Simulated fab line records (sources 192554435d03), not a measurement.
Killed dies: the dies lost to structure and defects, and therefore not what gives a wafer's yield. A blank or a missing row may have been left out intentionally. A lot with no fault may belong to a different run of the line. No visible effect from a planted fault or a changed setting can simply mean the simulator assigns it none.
Chamber matching    flow n5 finfet    rie diel-02 running N5_PASSIVATION_ETCH_54: 4 sister chambers
The step etches SiO2 in CHF3/O2, target depth 880 nm, time 440 s. 14 wafers are shown with their chamber, then 7 later ones without.

WAFERS WITH THEIR CHAMBER
wafer   chamber  drypump motor current A (A)  showerhead plenum p Torr (Torr)  rf vpp V (V)
L458.1  3        6.1                          2.35                             513
L458.3  1        6.3                          2.32                             508
L458.5  0        5.5                          2.56                             511
L459.2  3        6.2                          2.35                             514
L459.3  1        6.3                          2.32                             507
L459.4  0        5.5                          2.56                             511
L462.2  0        5.5                          2.56                             511
L462.4  2        5.8                          2.45                             536
L462.5  1        6.3                          2.32                             507
L471.1  2        5.8                          2.45                             537
L471.3  3        6.1                          2.34                             513
L471.4  1        6.3                          2.31                             507
L472.2  3        6.1                          2.34                             514
L472.5  2        5.8                          2.44                             538

SIGNATURES (averages over the wafers above)
reading                   chamber 0  chamber 1  chamber 2  chamber 3  scatter within a chamber
drypump motor current A   5.500      6.300      5.800      6.125      0.0274
showerhead plenum p Torr  2.5600     2.3175     2.4467     2.3450     0.00492
rf vpp V                  511.00     507.25     537.00     513.50     0.612
Rule: distance of a wafer from a chamber = root of the sum over the readings of ((wafer's reading minus chamber's mean) / reading's scatter) squared. The wafer belongs to the nearest chamber; if the next one is less than 2 further off, it can't be placed. How the scatter is found: for the shown wafers, subtract from each reading the mean of its chamber, square and add these, divide the total by (wafers less chambers), then take the root.

WAFERS WITH NO CHAMBER GIVEN
wafer   drypump motor current A (A)  showerhead plenum p Torr (Torr)  rf vpp V (V)
L472.6  6.1                          2.34                             514
L474.1  5.8                          2.44                             537
L474.2  6.1                          2.34                             514
L474.5  6.1                          2.34                             512
L477.1  6.1                          2.34                             513
L477.2  5.8                          2.44                             536
L477.3  6.3                          2.31                             508

CHAMBER TAKEN BY EACH
wafer   from the rows above  in truth
L472.6  3                    3
L474.1  2                    2
L474.2  3                    3
L474.5  3                    3
L477.1  3                    3
L477.2  2                    2
L477.3  1                    1
7 of 7 placed correctly. Left unplaced by these rows: 0. Placed wrongly: 0.
